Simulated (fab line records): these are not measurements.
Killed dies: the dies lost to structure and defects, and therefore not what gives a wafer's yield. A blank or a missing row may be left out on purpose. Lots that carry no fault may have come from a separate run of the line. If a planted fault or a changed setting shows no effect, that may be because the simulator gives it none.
Split-lot study / flow n5 finfet / 39 wafers read from 7 lots, route of 1938 steps

ABOUT THE SPLIT
At N5_SD_ACTIVATION_LSA_01 (time 0.0008 s), the setting temp c was moved away from the recipe's 1080 C on 18 of the 39 wafers read, by -1.5% to +0.8%. This setting was run at the recipe's value on the other wafers.

No step appears in the file between the split and the reading.

THE READING
At N5_SD_ACTIVATION_RS_MEAS_03, a four-point-probe measurement gives RS_SD_N in ohm/sq. Fault-free wafers of this fab line usually give 21.9 ohm/sq, standard deviation 0.3 ohm/sq.

wafer=L078.1; tool, chamber at the split=laser anneal-01, 0; temp c as run, C=1080; against the recipe=recipe; RS_SD_N, ohm/sq=21.8; against lot-mates on the recipe=-
wafer=L078.2; tool, chamber at the split=laser anneal-01, 0; temp c as run, C=1080; against the recipe=recipe; RS_SD_N, ohm/sq=22.0; against lot-mates on the recipe=-
wafer=L078.4; tool, chamber at the split=laser anneal-01, 0; temp c as run, C=1080; against the recipe=recipe; RS_SD_N, ohm/sq=21.8; against lot-mates on the recipe=-
wafer=L080.1; tool, chamber at the split=laser anneal-02, 0; temp c as run, C=1080; against the recipe=recipe; RS_SD_N, ohm/sq=22.0; against lot-mates on the recipe=-
wafer=L080.2; tool, chamber at the split=laser anneal-02, 0; temp c as run, C=1072; against the recipe=-0.7%; RS_SD_N, ohm/sq=22.7; against lot-mates on the recipe=+0.9
wafer=L080.3; tool, chamber at the split=laser anneal-02, 0; temp c as run, C=1072; against the recipe=-0.7%; RS_SD_N, ohm/sq=22.6; against lot-mates on the recipe=+0.8
wafer=L080.4; tool, chamber at the split=laser anneal-02, 0; temp c as run, C=1072; against the recipe=-0.7%; RS_SD_N, ohm/sq=22.6; against lot-mates on the recipe=+0.8
wafer=L080.5; tool, chamber at the split=laser anneal-02, 0; temp c as run, C=1080; against the recipe=recipe; RS_SD_N, ohm/sq=21.8; against lot-mates on the recipe=-
wafer=L080.6; tool, chamber at the split=laser anneal-02, 0; temp c as run, C=1080; against the recipe=recipe; RS_SD_N, ohm/sq=21.5; against lot-mates on the recipe=-
wafer=L083.1; tool, chamber at the split=laser anneal-02, 0; temp c as run, C=1075; against the recipe=-0.5%; RS_SD_N, ohm/sq=22.0; against lot-mates on the recipe=+0.6
wafer=L083.2; tool, chamber at the split=laser anneal-02, 0; temp c as run, C=1080; against the recipe=recipe; RS_SD_N, ohm/sq=21.5; against lot-mates on the recipe=-
wafer=L083.3; tool, chamber at the split=laser anneal-02, 0; temp c as run, C=1075; against the recipe=-0.5%; RS_SD_N, ohm/sq=21.9; against lot-mates on the recipe=+0.5
wafer=L083.4; tool, chamber at the split=laser anneal-02, 0; temp c as run, C=1075; against the recipe=-0.5%; RS_SD_N, ohm/sq=22.0; against lot-mates on the recipe=+0.6
wafer=L083.5; tool, chamber at the split=laser anneal-02, 0; temp c as run, C=1080; against the recipe=recipe; RS_SD_N, ohm/sq=21.4; against lot-mates on the recipe=-
wafer=L083.6; tool, chamber at the split=laser anneal-02, 0; temp c as run, C=1080; against the recipe=recipe; RS_SD_N, ohm/sq=21.3; against lot-mates on the recipe=-
wafer=L085.1; tool, chamber at the split=laser anneal-02, 0; temp c as run, C=1080; against the recipe=recipe; RS_SD_N, ohm/sq=22.1; against lot-mates on the recipe=-
wafer=L085.2; tool, chamber at the split=laser anneal-02, 0; temp c as run, C=1068; against the recipe=-1.1%; RS_SD_N, ohm/sq=23.2; against lot-mates on the recipe=+1.1
wafer=L085.3; tool, chamber at the split=laser anneal-02, 0; temp c as run, C=1080; against the recipe=recipe; RS_SD_N, ohm/sq=22.0; against lot-mates on the recipe=-
wafer=L085.4; tool, chamber at the split=laser anneal-02, 0; temp c as run, C=1080; against the recipe=recipe; RS_SD_N, ohm/sq=22.1; against lot-mates on the recipe=-
wafer=L085.5; tool, chamber at the split=laser anneal-02, 0; temp c as run, C=1068; against the recipe=-1.1%; RS_SD_N, ohm/sq=23.0; against lot-mates on the recipe=+0.9
wafer=L085.6; tool, chamber at the split=laser anneal-02, 0; temp c as run, C=1068; against the recipe=-1.1%; RS_SD_N, ohm/sq=23.8; against lot-mates on the recipe=+1.7
wafer=L086.1; tool, chamber at the split=laser anneal-01, 0; temp c as run, C=1080; against the recipe=recipe; RS_SD_N, ohm/sq=21.5; against lot-mates on the recipe=-
wafer=L086.2; tool, chamber at the split=laser anneal-01, 0; temp c as run, C=1080; against the recipe=recipe; RS_SD_N, ohm/sq=21.2; against lot-mates on the recipe=-
wafer=L086.3; tool, chamber at the split=laser anneal-01, 0; temp c as run, C=1080; against the recipe=recipe; RS_SD_N, ohm/sq=21.3; against lot-mates on the recipe=-
wafer=L086.4; tool, chamber at the split=laser anneal-01, 0; temp c as run, C=1075; against the recipe=-0.5%; RS_SD_N, ohm/sq=22.1; against lot-mates on the recipe=+0.8
wafer=L086.5; tool, chamber at the split=laser anneal-01, 0; temp c as run, C=1075; against the recipe=-0.5%; RS_SD_N, ohm/sq=21.9; against lot-mates on the recipe=+0.6
wafer=L086.6; tool, chamber at the split=laser anneal-01, 0; temp c as run, C=1075; against the recipe=-0.5%; RS_SD_N, ohm/sq=22.0; against lot-mates on the recipe=+0.7
wafer=L096.1; tool, chamber at the split=laser anneal-01, 0; temp c as run, C=1080; against the recipe=recipe; RS_SD_N, ohm/sq=21.7; against lot-mates on the recipe=-
wafer=L096.2; tool, chamber at the split=laser anneal-01, 0; temp c as run, C=1080; against the recipe=recipe; RS_SD_N, ohm/sq=22.1; against lot-mates on the recipe=-
wafer=L096.3; tool, chamber at the split=laser anneal-01, 0; temp c as run, C=1064; against the recipe=-1.5%; RS_SD_N, ohm/sq=24.0; against lot-mates on the recipe=+2.1
wafer=L096.4; tool, chamber at the split=laser anneal-01, 0; temp c as run, C=1080; against the recipe=recipe; RS_SD_N, ohm/sq=21.8; against lot-mates on the recipe=-
wafer=L096.5; tool, chamber at the split=laser anneal-01, 0; temp c as run, C=1064; against the recipe=-1.5%; RS_SD_N, ohm/sq=23.5; against lot-mates on the recipe=+1.6
wafer=L096.6; tool, chamber at the split=laser anneal-01, 0; temp c as run, C=1064; against the recipe=-1.5%; RS_SD_N, ohm/sq=23.6; against lot-mates on the recipe=+1.7
wafer=L097.1; tool, chamber at the split=laser anneal-02, 0; temp c as run, C=1080; against the recipe=recipe; RS_SD_N, ohm/sq=21.6; against lot-mates on the recipe=-
wafer=L097.2; tool, chamber at the split=laser anneal-02, 0; temp c as run, C=1080; against the recipe=recipe; RS_SD_N, ohm/sq=21.6; against lot-mates on the recipe=-
wafer=L097.3; tool, chamber at the split=laser anneal-02, 0; temp c as run, C=1089; against the recipe=+0.8%; RS_SD_N, ohm/sq=21.1; against lot-mates on the recipe=-0.6
wafer=L097.4; tool, chamber at the split=laser anneal-02, 0; temp c as run, C=1089; against the recipe=+0.8%; RS_SD_N, ohm/sq=21.2; against lot-mates on the recipe=-0.5
wafer=L097.5; tool, chamber at the split=laser anneal-02, 0; temp c as run, C=1080; against the recipe=recipe; RS_SD_N, ohm/sq=21.8; against lot-mates on the recipe=-
wafer=L097.6; tool, chamber at the split=laser anneal-02, 0; temp c as run, C=1089; against the recipe=+0.8%; RS_SD_N, ohm/sq=20.8; against lot-mates on the recipe=-0.9

FIT RESULTS
A straight line over all 39 wafers: RS_SD_N changes by -1.21 ohm/sq for each +1% of temp c; r = -0.92; the points scatter about the line by 0.3 ohm/sq.
The same after taking each lot's own level away (the mean of its wafers on the recipe; 39 wafers): -1.11 ohm/sq for each +1%; r = -0.96; scatter 0.18 ohm/sq.
On that fit, the largest move of temp c shifts the reading by 1.6 ohm/sq.
From 21.33 to 22.07 ohm/sq: that is the span of the lots' own levels, equal to 2.4 times the standard deviation above.
So the lot-to-lot level changes the slope little: the two slopes agree.
Check: with one of the wafers moved furthest among these (-1.5%) left out of the fit, the line predicts +1.63 ohm/sq for it against its lot-mates. Against them it came out at +2.13 ohm/sq.
Tool readings at the split's step, against how far the setting was moved: wafer_temp_C_max r = +0.98.

ADDITIONAL SPLITS CARRIED BY THESE WAFERS
Before the reading, these wafers also passed through other splits. Each is held against what the fit with the lots' levels taken away leaves over:
other split on the same wafers=N5_DUMMY_GATE_EXPOSE_12 dose mj; wafers away from the commonest value=15; r with RS_SD_N (lot level and that fit taken away)=+0.24
other split on the same wafers=N5_SD_EPI_N_ETCH_16 target depth a; wafers away from the commonest value=15; r with RS_SD_N (lot level and that fit taken away)=+0.01

THE WHOLE CHAIN: every reading that the file lists as answering this split, in the file's order
step=N5_SD_ACTIVATION_LSA_01; what it does=time 0.0008 s; reading=wafer_temp_C_max; change (the file's fit)=withheld for each +1% of the setting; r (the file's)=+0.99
step=N5_SD_ACTIVATION_RS_MEAS_03; what it does=measures by four-point-probe; reading=RS_SD_N; change (the file's fit)=-1.16 for each +1% of the setting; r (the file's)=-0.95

THE FILE'S OWN FIT
RS_SD_N changes by -1.16 ohm/sq for each +1% of temp c, r = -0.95.
